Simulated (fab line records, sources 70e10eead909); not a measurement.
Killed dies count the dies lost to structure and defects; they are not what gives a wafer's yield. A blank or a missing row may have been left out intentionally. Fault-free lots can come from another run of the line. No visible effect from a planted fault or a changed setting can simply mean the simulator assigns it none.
Matching of chambers + flow nand_harc + NHARC_P_GATE_ETCH_32 on rie_si-02 has 4 sister chambers
The step etches the open film in HBr/Cl2, target depth 150 nm, time 100.1 s. 18 wafers are shown with their chamber, then 9 later ones without.

EACH WAFER AND ITS CHAMBER
| wafer  | chamber | drypump_motor_current_A (A) | oes_product_au (a.u.) | mfc_cl2_sccm (sccm) |
|--------|---------|-----------------------------|-----------------------|---------------------|
| L079.4 | 3       | 5.1                         | 1.000                 | 50.03               |
| L079.5 | 2       | 5.0                         | 1.019                 | 50.05               |
| L079.6 | 3       | 5.1                         | 1.001                 | 50.31               |
| L082.2 | 0       | 6.1                         | 0.999                 | 50.06               |
| L082.3 | 3       | 5.1                         | 0.998                 | 50.10               |
| L082.5 | 0       | 6.1                         | 0.997                 | 49.97               |
| L085.1 | 0       | 6.1                         | 1.013                 | 49.98               |
| L085.2 | 1       | 5.6                         | 1.010                 | 50.09               |
| L085.6 | 2       | 5.0                         | 1.009                 | 50.00               |
| L088.1 | 3       | 5.1                         | 1.010                 | 50.08               |
| L088.2 | 1       | 5.5                         | 1.014                 | 49.84               |
| L088.4 | 2       | 5.0                         | 1.017                 | 49.92               |
| L089.1 | 1       | 5.5                         | 1.009                 | 49.93               |
| L089.2 | 3       | 5.1                         | 1.011                 | 49.93               |
| L089.5 | 2       | 5.0                         | 1.020                 | 49.97               |
| L090.2 | 1       | 5.5                         | 1.021                 | 50.30               |
| L090.3 | 2       | 5.0                         | 1.017                 | 49.97               |
| L090.4 | 0       | 6.1                         | 1.013                 | 49.93               |

SIGNATURES (averages over the wafers above)
| reading                 | chamber 0 | chamber 1 | chamber 2 | chamber 3 | scatter within a chamber |
|-------------------------|-----------|-----------|-----------|-----------|--------------------------|
| drypump_motor_current_A | 6.100     | 5.525     | 5.000     | 5.100     | 0.0231                   |
| oes_product_au          | 1.00550   | 1.01350   | 1.01640   | 1.00400   | 0.00619                  |
| mfc_cl2_sccm            | 49.9850   | 50.0400   | 49.9820   | 50.0900   | 0.125                    |
Rule: a wafer lies at a distance from a chamber equal to the root of the sum of squares, over the readings, of (its reading less the chamber's mean, divided by the reading's scatter). The wafer belongs to the nearest chamber; if the next one is less than 2 further off, it can't be placed. The scatter: the root of (the sum of the squares of (reading less its chamber's mean) over the shown wafers, divided by (wafers less chambers)).

WAFERS WITH NO CHAMBER GIVEN
| wafer  | drypump_motor_current_A (A) | oes_product_au (a.u.) | mfc_cl2_sccm (sccm) |
|--------|-----------------------------|-----------------------|---------------------|
| L092.1 | 5.1                         | 1.010                 | 49.98               |
| L092.3 | 6.1                         | 1.003                 | 49.72               |
| L092.5 | 5.1                         | 1.007                 | 49.93               |
| L093.3 | 5.1                         | 1.014                 | 49.75               |
| L093.5 | 5.5                         | 1.004                 | 50.03               |
| L093.6 | 6.1                         | 1.006                 | 49.85               |
| L096.1 | 5.1                         | 0.993                 | 50.01               |
| L096.3 | 5.0                         | 1.017                 | 50.03               |
| L096.4 | 5.6                         | 1.009                 | 50.17               |

EACH ONE'S CHAMBER
| wafer  | from the rows above     | in truth |
|--------|-------------------------|----------|
| L092.1 | 3                       | 3        |
| L092.3 | 0                       | 0        |
| L092.5 | 3                       | 3        |
| L093.3 | can't be placed: 3 or 2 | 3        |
| L093.5 | 1                       | 1        |
| L093.6 | 0                       | 0        |
| L096.1 | 3                       | 3        |
| L096.3 | 2                       | 2        |
| L096.4 | 1                       | 1        |
8 of 9 placed correctly. From these rows, 1 cannot be placed; in 1 the true chamber is one of the candidates. Wrongly placed: 0.
